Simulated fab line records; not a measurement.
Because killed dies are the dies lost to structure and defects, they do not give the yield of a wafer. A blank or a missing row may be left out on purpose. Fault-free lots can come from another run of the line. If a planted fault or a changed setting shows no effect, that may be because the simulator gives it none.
Matching of chambers | flow nand-harc | NHARC_A_STAIRCASE_CMP_152 on cmp-01 has 4 sister chambers
The step polishes. 24 wafers are shown with their chamber, then 12 later ones without.

## WAFERS, EACH WITH ITS CHAMBER
wafer  | chamber | motor-current-A (A)
L076.1 | 0       | 10.6
L076.2 | 1       | 11.9
L076.3 | 2       | 11.2
L076.4 | 3       | 12.2
L076.5 | 0       | 10.5
L076.6 | 3       | 12.7
L078.1 | 0       | 10.8
L078.2 | 3       | 13.0
L078.5 | 3       | 12.9
L080.1 | 2       | 11.7
L080.4 | 0       | 10.7
L080.6 | 2       | 11.5
L080.2 | 1       | 11.3
L080.3 | 3       | 12.4
L080.5 | 3       | 12.9
L083.2 | 1       | 11.4
L083.5 | 3       | 12.7
L083.6 | 2       | 11.5
L081.1 | 0       | 10.5
L081.2 | 1       | 11.6
L081.5 | 0       | 10.5
L085.1 | 0       | 10.1
L085.5 | 2       | 12.1
L085.6 | 1       | 12.0

SIGNATURES, as means of the wafers listed above
reading         | chamber 0 | chamber 1 | chamber 2 | chamber 3 | scatter within a chamber
motor-current-A | 10.529    | 11.640    | 11.600    | 12.686    | 0.284
Rule: a wafer's distance from a chamber is the root of the sum, over the readings, of the square of ((its reading less the chamber's mean) divided by the reading's scatter). If the next closest chamber is less than 2 further off than the closest, the wafer can't be placed; otherwise it belongs to the closest. The scatter: take each reading less its chamber's mean, square it, sum over the shown wafers, divide by the number of wafers less the number of chambers, and take the root.

## WAFERS WHOSE CHAMBER IS MISSING
wafer  | motor-current-A (A)
L092.1 | 12.3
L092.3 | 10.5
L092.5 | 12.9
L097.1 | 11.6
L097.2 | 10.5
L097.6 | 12.9
L096.2 | 12.4
L096.3 | 11.4
L096.5 | 12.1
L096.1 | 10.6
L096.4 | 13.5
L096.6 | 12.3

## THE CHAMBER EACH PASSED THROUGH
wafer  | from the rows above          | in truth
L092.1 | can't be placed: 3 or 1 or 2 | 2
L092.3 | 0                            | 0
L092.5 | 3                            | 3
L097.1 | can't be placed: 2 or 1      | 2
L097.2 | 0                            | 0
L097.6 | 3                            | 3
L096.2 | can't be placed: 3 or 1 or 2 | 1
L096.3 | can't be placed: 2 or 1      | 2
L096.5 | can't be placed: 1 or 2 or 3 | 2
L096.1 | 0                            | 0
L096.4 | 3                            | 3
L096.6 | can't be placed: 3 or 1 or 2 | 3
Placed correctly: 6 of 12. Unplaceable from these rows: 6, with the true chamber sitting among the candidates in 6. Placed wrongly: 0.
